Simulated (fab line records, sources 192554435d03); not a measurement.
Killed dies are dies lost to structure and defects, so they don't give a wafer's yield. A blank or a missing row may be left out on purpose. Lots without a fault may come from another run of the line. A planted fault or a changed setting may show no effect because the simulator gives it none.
Chamber matching | flow n5_finfet | N5_GATE_CUT_STRIP_41 on rie_diel-02: 4 sister chambers
The step strips in CF4. 22 wafers are shown with their chamber, then 10 later ones without.

WAFERS WITH THEIR CHAMBER
wafer  | chamber | drypump_motor_current_A (A) | showerhead_plenum_p_Torr (Torr) | throttle_valve_pct (%)
L074.1 | 0       | 6.0                         | 1.78                            | 13.96
L074.4 | 1       | 5.9                         | 1.71                            | 13.68
L074.5 | 0       | 6.0                         | 1.78                            | 13.95
L075.3 | 0       | 6.0                         | 1.78                            | 13.95
L075.5 | 1       | 5.9                         | 1.71                            | 13.69
L075.6 | 2       | 5.6                         | 1.81                            | 13.36
L079.2 | 1       | 5.9                         | 1.71                            | 13.72
L079.4 | 3       | 4.7                         | 1.79                            | 13.78
L079.6 | 0       | 6.0                         | 1.78                            | 13.98
L081.1 | 2       | 5.6                         | 1.80                            | 13.38
L081.2 | 0       | 6.0                         | 1.78                            | 13.99
L081.5 | 1       | 5.9                         | 1.71                            | 13.71
L083.1 | 0       | 6.0                         | 1.78                            | 13.99
L083.2 | 3       | 4.7                         | 1.79                            | 13.78
L083.5 | 2       | 5.6                         | 1.80                            | 13.37
L085.2 | 3       | 4.7                         | 1.79                            | 13.80
L085.5 | 3       | 4.8                         | 1.79                            | 13.79
L085.6 | 2       | 5.6                         | 1.80                            | 13.39
L086.1 | 0       | 6.0                         | 1.78                            | 14.00
L086.4 | 2       | 5.6                         | 1.80                            | 13.41
L089.1 | 0       | 6.0                         | 1.78                            | 14.02
L089.4 | 2       | 5.6                         | 1.80                            | 13.41

SIGNATURES (means of the wafers above)
reading                  | chamber 0 | chamber 1 | chamber 2 | chamber 3 | scatter within a chamber
drypump_motor_current_A  | 6.000     | 5.900     | 5.600     | 4.725     | 0.0204
showerhead_plenum_p_Torr | 1.7800    | 1.7100    | 1.8017    | 1.7900    | 0.00215
throttle_valve_pct       | 13.9800   | 13.7000   | 13.3867   | 13.7875   | 0.0208
Rule: a wafer's distance from a chamber is the root of the sum, over the readings, of the square of ((its reading less the chamber's mean) divided by the reading's scatter). The wafer belongs to the nearest chamber; if the next one is less than 2 further off, it can't be placed. The scatter: the root of (the sum of the squares of (reading less its chamber's mean) over the shown wafers, divided by (wafers less chambers)).

WAFERS WITHOUT THEIR CHAMBER
wafer  | drypump_motor_current_A (A) | showerhead_plenum_p_Torr (Torr) | throttle_valve_pct (%)
L089.6 | 5.6                         | 1.80                            | 13.42
L090.1 | 4.8                         | 1.78                            | 13.82
L090.4 | 6.0                         | 1.78                            | 14.02
L090.5 | 5.6                         | 1.80                            | 13.42
L091.1 | 5.5                         | 1.80                            | 13.43
L091.4 | 6.0                         | 1.78                            | 14.03
L091.5 | 6.0                         | 1.78                            | 14.01
L094.1 | 4.8                         | 1.78                            | 13.83
L094.5 | 5.6                         | 1.80                            | 13.43
L094.6 | 5.9                         | 1.91                            | 13.18

WHICH CHAMBER EACH WENT THROUGH
wafer  | from the rows above | in truth
L089.6 | 2                   | 2
L090.1 | 3                   | 3
L090.4 | 0                   | 0
L090.5 | 2                   | 2
L091.1 | 2                   | 2
L091.4 | 0                   | 0
L091.5 | 0                   | 0
L094.1 | 3                   | 3
L094.5 | 2                   | 2
L094.6 | 2                   | 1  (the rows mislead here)
Placed correctly: 9 of 10. Can't be placed from these rows: 0. Placed wrongly: 1.
